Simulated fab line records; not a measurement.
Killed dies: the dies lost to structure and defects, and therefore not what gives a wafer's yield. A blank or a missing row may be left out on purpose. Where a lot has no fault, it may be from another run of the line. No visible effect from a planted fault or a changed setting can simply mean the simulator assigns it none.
The tool behind it: which one?	flow n5Finfet	24 lots, 72 wafers sampled, at 6 steps of a route of 1938

== WHAT EACH GAUGE READ, for each wafer ==
N5_BEOL_M6_THK_MEAS_01.
lot	measured	on	M6_ILD_THK (nm)
L074	day 8 16:18	filmMetro-02	153.6 156.1 154.7
L075	day 8 23:28	filmMetro-02	155.5 155.5 156.4
L076	day 9 01:18	filmMetro-01	153.0 152.0 154.3
L077	day 9 08:47	filmMetro-01	150.6 151.7 152.4
L078	day 9 09:39	filmMetro-02	153.9 154.4 156.9
L079	day 9 09:41	filmMetro-02	152.4 152.8 154.6
L080	day 10 05:01	filmMetro-02	155.8 157.9 155.2
L081	day 10 05:48	filmMetro-02	150.8 153.2 155.3
L082	day 10 14:02	filmMetro-02	155.2 158.3 156.6
L083	day 10 23:17	filmMetro-01	155.8 154.7 155.9
L084	day 11 03:18	filmMetro-02	154.6 155.0 158.2
L086	day 11 10:31	filmMetro-02	157.8 159.0 160.2
L085	day 11 10:38	filmMetro-02	153.0 155.2 157.1
L088	day 11 18:41	filmMetro-02	154.8 152.7 156.8
L087	day 11 19:56	filmMetro-01	152.3 156.5 155.7
L089	day 12 04:10	filmMetro-01	154.9 157.3 156.2
L091	day 12 18:50	filmMetro-01	155.7 156.9 158.1
L090	day 13 03:35	filmMetro-01	154.6 154.5 155.5
L092	day 13 05:02	filmMetro-01	152.9 154.6 155.3
L093	day 13 08:01	filmMetro-02	153.5 155.1 155.5
L094	day 13 09:50	filmMetro-01	153.7 157.4 157.6
L096	day 13 22:19	filmMetro-02	151.6 155.8 155.9
L095	day 14 06:10	filmMetro-01	154.7 159.5 159.8
L097	day 14 10:14	filmMetro-01	156.3 156.2 157.1

N5_BEOL_M6_INSPECT_30: inspects for defects (brightfield).
lot	measured	on	rawDefectCount
L074	day 8 21:43	defectInspect-02	427 275 402
L075	day 9 01:34	defectInspect-02	290 273 417
L076	day 9 07:19	defectInspect-01	306 424 282
L077	day 9 11:00	defectInspect-02	422 343 480
L078	day 9 14:02	defectInspect-01	338 413 371
L079	day 9 14:09	defectInspect-02	373 533 340
L080	day 10 09:20	defectInspect-01	446 269 307
L081	day 10 09:29	defectInspect-02	266 339 569
L082	day 10 15:41	defectInspect-01	345 542 442
L083	day 11 02:56	defectInspect-02	294 273 329
L084	day 11 07:22	defectInspect-02	320 441 428
L086	day 11 14:02	defectInspect-02	347 351 336
L085	day 11 14:12	defectInspect-02	311 379 413
L088	day 11 22:04	defectInspect-01	286 320 336
L087	day 12 02:10	defectInspect-02	388 362 478
L089	day 12 08:10	defectInspect-01	531 524 470
L091	day 12 23:13	defectInspect-01	561 395 504
L090	day 13 06:32	defectInspect-02	282 450 323
L092	day 13 10:42	defectInspect-02	288 266 371
L093	day 13 10:52	defectInspect-01	407 520 350
L094	day 13 13:55	defectInspect-02	383 353 373
L096	day 14 01:31	defectInspect-02	358 264 283
L095	day 14 10:16	defectInspect-01	478 388 382
L097	day 14 13:59	defectInspect-01	513 363 444

== WHICH TOOL RAN EACH LOT (tool, then ch and the chambers of the sampled wafers, then the start) ==
lot	N5_BEOL_M5_DESCUM_33	N5_BEOL_M5_DEGAS_44	N5_BEOL_M5_ANNEAL_89	N5_BEOL_M6_STRIP_19
L074	rieDiel-05 ch 1,2,3, day 8 08:16	pvdSputter-03, day 8 09:13	pvdSputter-01, day 8 13:28	rieDiel-06 ch 0,1,2, day 8 18:48
L075	rieDiel-05 ch 1,2,3, day 8 13:49	pvdSputter-01, day 8 15:02	pvdSputter-03, day 8 20:46	rieDiel-04 ch 2,3, day 9 00:57
L076	rieDiel-03 ch 1,2,3, day 8 17:13	pvdSputter-02, day 8 18:24	pvdSputter-02, day 8 22:24	rieDiel-01 ch 0,1,3, day 9 03:29
L077	rieDiel-03 ch 1,2, day 8 23:53	pvdSputter-03, day 9 01:58	pvdSputter-02, day 9 05:53	rieDiel-06 ch 0,1, day 9 09:53
L078	rieDiel-05 ch 0,2,3, day 9 01:44	pvdSputter-03, day 9 02:52	pvdSputter-03, day 9 06:55	rieDiel-01 ch 0,1,2, day 9 12:26
L079	rieDiel-03 ch 1,2,3, day 9 01:59	pvdSputter-03, day 9 02:57	pvdSputter-01, day 9 06:58	rieDiel-01 ch 0,1,3, day 9 12:52
L080	rieDiel-05 ch 0,1, day 9 20:25	pvdSputter-03, day 9 21:37	pvdSputter-02, day 10 01:43	rieDiel-01 ch 0,1,2, day 10 07:44
L081	rieDiel-02 ch 0,2,3, day 9 20:26	pvdSputter-01, day 9 21:53	pvdSputter-03, day 10 03:04	rieDiel-01 ch 0,2,3, day 10 07:48
L082	rieDiel-03 ch 0,1,2, day 10 03:02	pvdSputter-03, day 10 04:08	pvdSputter-03, day 10 09:36	rieDiel-06 ch 0,1, day 10 15:07
L083	rieDiel-02 ch 0,1,3, day 10 12:47	pvdSputter-02, day 10 16:15	pvdSputter-02, day 10 20:15	rieDiel-04 ch 0,2, day 11 01:10
L084	rieDiel-03 ch 2,3, day 10 19:23	pvdSputter-03, day 10 20:32	pvdSputter-03, day 11 00:34	rieDiel-01 ch 1,3, day 11 05:11
L086	rieDiel-02 ch 0,2,3, day 11 00:53	pvdSputter-02, day 11 03:23	pvdSputter-03, day 11 07:35	rieDiel-06 ch 2,3, day 11 12:58
L085	rieDiel-03 ch 0,2, day 11 01:22	pvdSputter-01, day 11 03:28	pvdSputter-02, day 11 07:38	rieDiel-06 ch 0,3, day 11 13:01
L088	rieDiel-05 ch 1,2,3, day 11 10:58	pvdSputter-01, day 11 12:04	pvdSputter-03, day 11 15:59	rieDiel-01 ch 1,2,3, day 11 21:25
L087	rieDiel-05 ch 2,3, day 11 11:22	pvdSputter-03, day 11 12:17	pvdSputter-02, day 11 16:56	rieDiel-01 ch 0,1,2, day 11 21:38
L089	rieDiel-05 ch 0,3, day 11 18:42	pvdSputter-02, day 11 20:23	pvdSputter-02, day 12 00:58	rieDiel-06 ch 2,3, day 12 07:11
L091	rieDiel-03 ch 0,1, day 12 10:02	pvdSputter-02, day 12 11:56	pvdSputter-02, day 12 15:53	rieDiel-01 ch 0,2,3, day 12 20:53
L090	rieDiel-05 ch 0,3, day 12 19:02	pvdSputter-03, day 12 20:29	pvdSputter-02, day 13 00:25	rieDiel-01 ch 0,3, day 13 05:00
L092	rieDiel-03 ch 0,1,3, day 12 19:35	pvdSputter-02, day 12 20:53	pvdSputter-03, day 13 01:51	rieDiel-06 ch 0,2,3, day 13 07:58
L093	rieDiel-02 ch 1,2,3, day 12 23:22	pvdSputter-01, day 13 00:39	pvdSputter-02, day 13 04:50	rieDiel-04 ch 0,3, day 13 09:40
L094	rieDiel-05 ch 1,3, day 13 01:01	pvdSputter-01, day 13 02:22	pvdSputter-03, day 13 06:36	rieDiel-04 ch 0,1,3, day 13 12:28
L096	rieDiel-03 ch 0,2, day 13 13:52	pvdSputter-03, day 13 14:49	pvdSputter-02, day 13 18:54	rieDiel-04 ch 0,3, day 13 23:52
L095	rieDiel-02 ch 0,2,3, day 13 20:48	pvdSputter-02, day 13 22:44	pvdSputter-01, day 14 02:50	rieDiel-04 ch 0,2,3, day 14 09:34
L097	rieDiel-03 ch 1,2,3, day 14 01:45	pvdSputter-02, day 14 03:06	pvdSputter-02, day 14 07:01	rieDiel-01 ch 0,1,2, day 14 13:05
- N5_BEOL_M5_DESCUM_33: chemistry O2, time 7 s.
- N5_BEOL_M5_DEGAS_44: time 60 s.
- N5_BEOL_M5_ANNEAL_89: time 1800 s.
- N5_BEOL_M6_STRIP_19: strips in O2.

== WHAT THE TOOLS THEMSELVES READ (means of the sampled wafers that have a number; where no wafer has one, the mark that the record gives instead) ==
N5_BEOL_M5_DESCUM_33.
lot	tool	drypumpMotorCurrentA (A)	oesProductAu (a.u.)	rfFwdPowerW (W)	rfVppV (V)	showerheadPlenumPTorr (Torr)	throttleValvePct (%)
L074	rieDiel-05	5.6	0.72	49.32	242.9	2.05	20.53
L075	rieDiel-05	5.7	0.72	49.36	242.3	2.05	20.53
L076	rieDiel-03	5.2	0.82	49.32	243.1	2.10	20.30
L077	rieDiel-03	5.2	0.85	49.30	244.6	2.11	20.26
L078	rieDiel-05	6.1	0.70	49.29	242.2	2.02	20.72
L079	rieDiel-03	5.2	0.82	49.34	243.7	2.10	20.30
L080	rieDiel-05	5.5	0.70	49.49	244.0	2.12	20.44
L081	rieDiel-02	5.6	0.80	49.48	244.8	2.16	20.32
L082	rieDiel-03	5.3	0.84	49.44	243.8	2.12	20.31
L083	rieDiel-02	5.7	0.83	49.68	244.9	2.17	20.21
L084	rieDiel-03	5.0	0.84	49.23	244.5	2.11	20.34
L086	rieDiel-02	5.6	0.79	49.51	243.5	2.16	20.34
L085	rieDiel-03	5.0	0.87	49.37	244.0	2.13	20.35
L088	rieDiel-05	5.6	0.70	49.32	242.7	2.04	20.55
L087	rieDiel-05	6.0	0.70	49.34	241.7	1.99	20.74
L089	rieDiel-05	5.8	0.83	49.24	242.6	2.01	20.54
L091	rieDiel-03	5.5	0.78	49.33	242.4	2.10	20.33
L090	rieDiel-05	5.8	0.80	49.42	241.3	2.01	20.56
L092	rieDiel-03	5.4	0.74	49.32	243.6	2.09	20.39
L093	rieDiel-02	5.5	0.77	49.46	243.3	2.13	20.46
L094	rieDiel-05	5.2	0.69	49.41	244.2	2.09	20.41
L096	rieDiel-03	5.0	0.84	49.46	243.1	2.12	20.40
L095	rieDiel-02	5.6	0.77	49.45	244.0	2.15	20.35
L097	rieDiel-03	5.2	0.77	49.29	244.3	2.09	20.37

N5_BEOL_M5_DEGAS_44.
lot	tool	heaterPowerW (W)
L074	pvdSputter-03	318
L075	pvdSputter-01	348
L076	pvdSputter-02	336
L077	pvdSputter-03	382
L078	pvdSputter-03	358
L079	pvdSputter-03	353
L080	pvdSputter-03	378
L081	pvdSputter-01	329
L082	pvdSputter-03	357
L083	pvdSputter-02	320
L084	pvdSputter-03	377
L086	pvdSputter-02	318
L085	pvdSputter-01	312
L088	pvdSputter-01	327
L087	pvdSputter-03	374
L089	pvdSputter-02	349
L091	pvdSputter-02	363
L090	pvdSputter-03	371
L092	pvdSputter-02	340
L093	pvdSputter-01	331
L094	pvdSputter-01	350
L096	pvdSputter-03	430
L095	pvdSputter-02	360
L097	pvdSputter-02	368

N5_BEOL_M5_ANNEAL_89.
lot	tool	heaterPowerW (W)
L074	pvdSputter-01	840
L075	pvdSputter-03	937
L076	pvdSputter-02	870
L077	pvdSputter-02	906
L078	pvdSputter-03	946
L079	pvdSputter-01	832
L080	pvdSputter-02	912
L081	pvdSputter-03	1061
L082	pvdSputter-03	885
L083	pvdSputter-02	854
L084	pvdSputter-03	873
L086	pvdSputter-03	758
L085	pvdSputter-02	819
L088	pvdSputter-03	889
L087	pvdSputter-02	843
L089	pvdSputter-02	906
L091	pvdSputter-02	827
L090	pvdSputter-02	888
L092	pvdSputter-03	791
L093	pvdSputter-02	839
L094	pvdSputter-03	801
L096	pvdSputter-02	894
L095	pvdSputter-01	875
L097	pvdSputter-02	805

N5_BEOL_M6_STRIP_19.
lot	tool	drypumpMotorCurrentA (A)	oesProductAu (a.u.)	rfVppV (V)	showerheadPlenumPTorr (Torr)	throttleValvePct (%)
L074	rieDiel-06	5.4	0.79	3.2	2.10	16.67
L075	rieDiel-04	6.2	0.88	3.9	2.15	16.50
L076	rieDiel-01	5.4	0.91	3.0	2.11	16.57
L077	rieDiel-06	5.4	0.70	3.9	2.10	16.76
L078	rieDiel-01	5.2	0.85	3.3	2.09	16.55
L079	rieDiel-01	5.3	0.91	4.0	2.11	16.56
L080	rieDiel-01	5.2	0.85	4.0	2.09	16.58
L081	rieDiel-01	5.6	0.83	4.0	2.12	16.67
L082	rieDiel-06	5.4	0.72	3.7	2.14	16.80
L083	rieDiel-04	5.9	0.93	3.9	2.12	16.68
L084	rieDiel-01	5.5	0.86	4.0	2.11	16.52
L086	rieDiel-06	6.3	0.78	3.1	2.14	16.73
L085	rieDiel-06	5.9	0.74	3.5	2.17	16.85
L088	rieDiel-01	5.4	0.81	3.6	2.08	16.52
L087	rieDiel-01	5.2	0.82	3.5	2.08	16.61
L089	rieDiel-06	6.3	0.77	4.2	2.13	16.76
L091	rieDiel-01	5.5	0.80	3.0	2.11	16.72
L090	rieDiel-01	5.6	0.85	3.3	2.13	16.72
L092	rieDiel-06	5.9	0.76	3.2	2.13	16.79
L093	rieDiel-04	5.6	0.77	3.6	2.01	16.62
L094	rieDiel-04	5.6	0.86	3.7	2.03	16.52
L096	rieDiel-04	5.6	0.76	3.3	2.00	16.62
L095	rieDiel-04	5.9	0.81	3.1	2.08	16.65
L097	rieDiel-01	5.2	0.78	3.8	2.08	16.65

== THE ANSWER, worked out from the rows above alone ==
Rule: the usual values come from the lots themselves. Put in order of their means at a reading, lots are off if they are a third of the lots or fewer, leave a main group of 4 or more, and stand apart from it by a gap of 3 or more times the standard deviation of the main group's means; of several such gaps the widest counts. Not used: any main group whose means are identical at the precision the tables above print for the reading. Also off: a lot with no number at a reading for which 4 or more lots have one. Any other lot the step has rows for is counted as sound. First the gauges in route order, then the tools' own readings, where a lot's mean is used as printed above. At the first step where some lot is off, the reading lying furthest off is the one used; lots without a number count as furthest.
None of the lots is off at any reading shown; this tells nothing.

== WHAT THE SIMULATOR HAD INSERTED ==
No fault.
